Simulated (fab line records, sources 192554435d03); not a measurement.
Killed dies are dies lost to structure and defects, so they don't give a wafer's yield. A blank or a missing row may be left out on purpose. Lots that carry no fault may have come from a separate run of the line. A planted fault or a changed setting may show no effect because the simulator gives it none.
Split-lot experiment / flow n5_finfet / 21 wafers read across 7 lots, on a route 1938 steps long

== ON THE SPLIT ==
At N5_DUMMY_GATE_ETCH_42 (etches SiO2 in CHF3/O2, target depth 3.5 nm, time 31 s), the setting bias_w was moved away from the recipe's 12 W on 9 of the 21 wafers read, by +11.9% to +16.0%. This setting was run at the recipe's value on the other wafers.

The reading is taken at the split's own step.

== THE READING ==
rf_vpp_V, in V, at N5_DUMMY_GATE_ETCH_42 (etches SiO2 in CHF3/O2, target depth 3.5 nm, time 31 s). Fault-free wafers of this fab line usually give 42.7 V, standard deviation 1.1 V.

wafer=L074.1; tool, chamber at the split=rie_diel-06, 2; bias_w as run, W=13.81; against the recipe=+15.1%; rf_vpp_V, V=46.9; against lot-mates on the recipe=+3.8
wafer=L074.2; tool, chamber at the split=rie_diel-06, 1; bias_w as run, W=12; against the recipe=recipe; rf_vpp_V, V=43.1; against lot-mates on the recipe=-
wafer=L074.3; tool, chamber at the split=rie_diel-06, 0; bias_w as run, W=13.81; against the recipe=+15.1%; rf_vpp_V, V=44.8; against lot-mates on the recipe=+1.7
wafer=L083.2; tool, chamber at the split=rie_diel-01, 1; bias_w as run, W=12; against the recipe=recipe; rf_vpp_V, V=41.1; against lot-mates on the recipe=-
wafer=L083.3; tool, chamber at the split=rie_diel-01, 3; bias_w as run, W=12; against the recipe=recipe; rf_vpp_V, V=41.5; against lot-mates on the recipe=-
wafer=L083.6; tool, chamber at the split=rie_diel-01, 0; bias_w as run, W=13.92; against the recipe=+16.0%; rf_vpp_V, V=46.8; against lot-mates on the recipe=+5.5
wafer=L089.1; tool, chamber at the split=rie_diel-05, 0; bias_w as run, W=12; against the recipe=recipe; rf_vpp_V, V=42.9; against lot-mates on the recipe=-
wafer=L089.2; tool, chamber at the split=rie_diel-05, 3; bias_w as run, W=13.84; against the recipe=+15.3%; rf_vpp_V, V=47.7; against lot-mates on the recipe=+4.8
wafer=L089.3; tool, chamber at the split=rie_diel-05, 1; bias_w as run, W=13.84; against the recipe=+15.3%; rf_vpp_V, V=46.8; against lot-mates on the recipe=+3.9
wafer=L090.3; tool, chamber at the split=rie_diel-05, 0; bias_w as run, W=12; against the recipe=recipe; rf_vpp_V, V=40.7; against lot-mates on the recipe=-
wafer=L090.4; tool, chamber at the split=rie_diel-05, 1; bias_w as run, W=12; against the recipe=recipe; rf_vpp_V, V=42.1; against lot-mates on the recipe=-
wafer=L090.5; tool, chamber at the split=rie_diel-05, 1; bias_w as run, W=12; against the recipe=recipe; rf_vpp_V, V=42.0; against lot-mates on the recipe=-
wafer=L092.1; tool, chamber at the split=rie_diel-05, 2; bias_w as run, W=12; against the recipe=recipe; rf_vpp_V, V=42.7; against lot-mates on the recipe=-
wafer=L092.2; tool, chamber at the split=rie_diel-05, 1; bias_w as run, W=12; against the recipe=recipe; rf_vpp_V, V=42.9; against lot-mates on the recipe=-
wafer=L092.3; tool, chamber at the split=rie_diel-05, 3; bias_w as run, W=12; against the recipe=recipe; rf_vpp_V, V=43.3; against lot-mates on the recipe=-
wafer=L093.3; tool, chamber at the split=rie_diel-01, 1; bias_w as run, W=13.43; against the recipe=+11.9%; rf_vpp_V, V=45.1; against lot-mates on the recipe=+3.7
wafer=L093.4; tool, chamber at the split=rie_diel-01, 3; bias_w as run, W=13.43; against the recipe=+11.9%; rf_vpp_V, V=47.2; against lot-mates on the recipe=+5.8
wafer=L093.5; tool, chamber at the split=rie_diel-01, 1; bias_w as run, W=12; against the recipe=recipe; rf_vpp_V, V=41.4; against lot-mates on the recipe=-
wafer=L095.4; tool, chamber at the split=rie_diel-05, 3; bias_w as run, W=13.8; against the recipe=+15.0%; rf_vpp_V, V=48.3; against lot-mates on the recipe=+5.2
wafer=L095.5; tool, chamber at the split=rie_diel-05, 2; bias_w as run, W=12; against the recipe=recipe; rf_vpp_V, V=43.1; against lot-mates on the recipe=-
wafer=L095.6; tool, chamber at the split=rie_diel-05, 3; bias_w as run, W=13.8; against the recipe=+15.0%; rf_vpp_V, V=48.1; against lot-mates on the recipe=+5.0

THE FIT
A straight line over all 21 wafers: rf_vpp_V changes by +0.317 V for each +1% of bias_w; r = +0.92; the points scatter about the line by 1 V.
The same after taking each lot's own level away (the mean of its wafers on the recipe; 21 wafers): +0.295 V for each +1%; r = +0.92; scatter 0.94 V.
The reading moves by 4.7 V for the largest change in bias_w, on that fit.
From 41.30 to 43.10 V: that is the span of the lots' own levels, equal to 1.6 times the standard deviation above.
So the lot-to-lot level changes the slope little: the two slopes agree.
Check: +4.65 V against its lot-mates is what the line predicts for one of the wafers moved furthest among these (+16.0%) when that wafer is left out of the fit. It came out at +5.5 V against them.
Tool readings at the split's step, against how far the setting was moved: rf_vpp_V r = +0.92.

== OTHER SPLITS ON THESE WAFERS ==
Note: prior to the reading, these wafers also went through further splits. Each is held against what the fit with the lots' levels taken away leaves over:
other split on the same wafers=N5_WELL_APT_COAT_02 spin_rpm; wafers away from the commonest value=6; r with rf_vpp_V (lot level and that fit taken away)=+0.36
other split on the same wafers=N5_PMOS_HMC_CHANNEL_EPI_PEB_07 peb_temp_c; wafers away from the commonest value=11; r with rf_vpp_V (lot level and that fit taken away)=+0.29
other split on the same wafers=N5_FIN_CUT_EXPOSE_05 dose_mj; wafers away from the commonest value=9; r with rf_vpp_V (lot level and that fit taken away)=-0.24
other split on the same wafers=N5_DUMMY_GATE_COAT_28 spin_rpm; wafers away from the commonest value=8; r with rf_vpp_V (lot level and that fit taken away)=+0.28
other split on the same wafers=N5_DUMMY_GATE_ETCH_44 target_depth_a; wafers away from the commonest value=7; r with rf_vpp_V (lot level and that fit taken away)=-0.10

== THE FILE'S OWN FIT ==
rf_vpp_V changes by +0.304 V for each +1% of bias_w, r = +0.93.
